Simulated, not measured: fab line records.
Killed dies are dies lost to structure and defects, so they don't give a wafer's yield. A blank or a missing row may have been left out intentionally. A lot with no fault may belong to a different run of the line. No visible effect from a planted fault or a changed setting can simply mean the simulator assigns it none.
Which tool is to blame? ; flow nand-harc ; Sampling: 12 lots, 36 wafers, 5 of 1302 route steps

## WHAT EACH GAUGE READ, for each wafer
NHARC_END_SORT_01. Usual: killed-at-array 51, standard deviation 18; killed-at-other 1.0, standard deviation 1.2; killed-at-periphery 3.7, standard deviation 2.9; killed-dies 55, standard deviation 19; killed-open 3.5, standard deviation 1.9; killed-short 2.6, standard deviation 1.6.
lot;measured;on;killed-at-array;killed-at-other;killed-at-periphery;killed-dies;killed-open;killed-short;flag
L912;day 27 05:55;prober-01;60 62 73;0 0 0;1 4 1;61 66 74;3 5 5;4 6 3;

## WHICH TOOL RAN EACH LOT (tool, then ch and the chambers of the sampled wafers, then the start)
lot;NHARC_A_CHANNEL_FILL_D2_ALD_15;NHARC_A_CHANNEL_FILL_D2_ALD_16;NHARC_A_CHANNEL_FILL_D2_ALD_25;NHARC_A_CHANNEL_FILL_D2_STRIP_29
L904;ald-sin-batch-02 ch 0, day 13 21:56;ald-hk-04 ch 1,2,3, day 14 00:05;ald-hk-03 ch 1,2,3, day 15 01:20;rie-diel-11 ch 0,3, no start
L905;ald-sin-batch-02 ch 0, day 13 21:56;ald-hk-03 ch 0,2,3, day 14 00:01;ald-hk-04 ch 0,2, day 15 01:53;rie-diel-10 ch 0,2, no start
L906;ald-sin-batch-02 ch 0, day 15 02:38;ald-hk-01 ch 0,1,2, day 15 04:44;ald-hk-03 ch 1,2,3, day 16 05:16;rie-diel-11 ch 1,3, day 16 10:23
L908;ald-sin-batch-03 ch 0, day 15 11:16;ald-hk-01 ch 0,1, day 15 13:19;ald-hk-04 ch 2,3, day 16 13:23;rie-diel-10 ch 0,2,3, no start
L910;ald-sin-batch-02 ch 0, day 15 23:04;ald-hk-03 ch 0,3, day 16 01:05;ald-hk-04 ch 0,3, day 17 00:58;rie-diel-11 ch 0,1, day 17 06:05
L911;ald-sin-batch-01 ch 0, day 16 19:31;ald-hk-04 ch 0,1,3, day 16 21:35;ald-hk-03 ch 1,2, day 17 21:34;rie-diel-03 ch 1,3, day 18 03:21
L912;ald-sin-batch-01 ch 0, day 17 05:49;ald-hk-04 ch 1,2,3, day 17 07:56;ald-hk-01 ch 0,1,3, day 18 09:45;rie-diel-03 ch 0,1,2, day 27 05:55 or earlier
L913;ald-sin-batch-01 ch 0, day 18 04:26;ald-hk-01 ch 2,3, day 18 06:32;ald-hk-01 ch 1,2, day 19 07:08;rie-diel-03 ch 2,3, day 19 12:51
L914;ald-sin-batch-01 ch 0, day 18 08:17;ald-hk-04 ch 0,1, day 18 10:41;ald-hk-03 ch 1,2,3, day 19 12:28;rie-diel-10 ch 1,2, no start
L924;ald-sin-batch-02 ch 0, day 22 17:16;ald-hk-01 ch 0,1,3, day 22 19:21;ald-hk-01 ch 2,3, day 23 19:37;rie-diel-11 ch 0,1,3, no start
L925;ald-sin-batch-03 ch 0, day 23 01:27;ald-hk-01 ch 0,2,3, day 23 03:33;ald-hk-01 ch 0,1,2, day 24 04:04;rie-diel-11 ch 0,2,3, no start
L927;ald-sin-batch-03 ch 0, day 23 11:58;ald-hk-03 ch 0,3, day 23 14:03;ald-hk-04 ch 1,3, day 24 16:10;rie-diel-10 ch 0,1, no start
- NHARC_A_CHANNEL_FILL_D2_ALD_15: deposits SiNx, target thk 2 nm, pulse time 60 s, ald cycles 19.
- NHARC_A_CHANNEL_FILL_D2_ALD_16: deposits SiO2, target thk 1.5 nm, pulse time 10 s, ald cycles 15.
- NHARC_A_CHANNEL_FILL_D2_ALD_25: deposits SiOx, target thk 60 nm, pulse time 10 s, ald cycles 600.
- NHARC_A_CHANNEL_FILL_D2_STRIP_29: strips in O2, time 20 s.

## WHAT THE TOOLS THEMSELVES READ (means of the sampled wafers that have a number; where no wafer has one, the mark that the record gives instead)
NHARC_A_CHANNEL_FILL_D2_ALD_15. Usual: 0.997 for precursor-pulse-height-rel, sd 0.02.
lot;tool;precursor-pulse-height-rel;flag
L904;ald-sin-batch-02;0.991;
L905;ald-sin-batch-02;0.996;
L906;ald-sin-batch-02;0.988;
L908;ald-sin-batch-03;1.001;
L910;ald-sin-batch-02;0.999;
L911;ald-sin-batch-01;0.992;
L912;ald-sin-batch-01;0.990;
L913;ald-sin-batch-01;1.000;
L914;ald-sin-batch-01;0.996;
L924;ald-sin-batch-02;0.989;
L925;ald-sin-batch-03;0.986;
L927;ald-sin-batch-03;0.985;

NHARC_A_CHANNEL_FILL_D2_ALD_16. Usual: heater-power-w 455 W, standard deviation 41; precursor-pulse-height-rel 0.999, standard deviation 0.021.
lot;tool;heater-power-w (W);precursor-pulse-height-rel;flag
L904;ald-hk-04;460;0.994;
L905;ald-hk-03;438;0.987;
L906;ald-hk-01;457;0.997;
L908;ald-hk-01;477;0.992;
L910;ald-hk-03;438;1.031;
L911;ald-hk-04;464;0.986;
L912;ald-hk-04;469;0.993;
L913;ald-hk-01;411;0.996;
L914;ald-hk-04;467;0.994;
L924;ald-hk-01;441;1.005;
L925;ald-hk-01;431;0.987;
L927;ald-hk-03;452;0.978;

NHARC_A_CHANNEL_FILL_D2_ALD_25. Usual: heater-power-w 453 W, standard deviation 42; precursor-pulse-height-rel 1.005, standard deviation 0.021.
lot;tool;heater-power-w (W);precursor-pulse-height-rel;flag
L904;ald-hk-03;444;1.017;
L905;ald-hk-04;453;0.987;
L906;ald-hk-03;449;1.027;
L908;ald-hk-04;457;0.995;
L910;ald-hk-04;478;1.015;
L911;ald-hk-03;498;1.010;
L912;ald-hk-01;444;0.999;
L913;ald-hk-01;483;1.005;
L914;ald-hk-03;458;0.993;
L924;ald-hk-01;428;1.015;
L925;ald-hk-01;468;1.025;
L927;ald-hk-04;470;1.026;

NHARC_A_CHANNEL_FILL_D2_STRIP_29. Usual: drypump-motor-current-A 5.8 A, standard deviation 0.41; oes-product-au 1.002 a.u., standard deviation 0.01; rf-vpp-V 58.0 V, standard deviation 0.84; showerhead-plenum-p-Torr 3.60 Torr, standard deviation 0.14; throttle-valve-pct 17.036 %, standard deviation 0.0087.
lot;tool;drypump-motor-current-A (A);oes-product-au (a.u.);rf-vpp-V (V);showerhead-plenum-p-Torr (Torr);throttle-valve-pct (%);flag
L904;rie-diel-11;6.1;0.999;57.6;3.76;17.030;
L905;rie-diel-10;5.8;1.007;57.7;3.46;17.030;
L906;rie-diel-11;6.0;0.999;58.0;3.62;17.035;
L908;rie-diel-10;5.5;1.001;58.1;3.53;17.035;
L910;rie-diel-11;6.3;0.999;59.1;3.69;17.035;
L911;rie-diel-03;5.8;0.985;57.6;3.48;17.043;
L912;rie-diel-03;5.9;1.000;57.7;3.48;17.036;
L913;rie-diel-03;5.9;0.995;56.9;3.48;17.030;
L914;rie-diel-10;5.6;1.013;58.2;3.64;17.037;
L924;rie-diel-11;6.1;1.015;58.3;3.68;17.034;
L925;rie-diel-11;5.9;1.011;58.5;3.75;17.040;
L927;rie-diel-10;6.1;1.003;57.3;3.49;17.034;

## THE ANSWER, worked out from the rows above alone
Rule: lot off if the mean of its wafers having a number is beyond 3 standard deviations from the usual mean. Also off: a lot with no number at a reading for which 4 or more lots have one. The other lots that the step has rows for count as sound. First the gauges in route order, then the tools' own readings, where a lot's mean is used as printed above. At the first step where some lot is off, the reading lying furthest off is the one used; lots without a number count as furthest.
None of the lots is off at any reading shown; this tells nothing.

## WHAT WAS PUT IN BY THE SIMULATOR
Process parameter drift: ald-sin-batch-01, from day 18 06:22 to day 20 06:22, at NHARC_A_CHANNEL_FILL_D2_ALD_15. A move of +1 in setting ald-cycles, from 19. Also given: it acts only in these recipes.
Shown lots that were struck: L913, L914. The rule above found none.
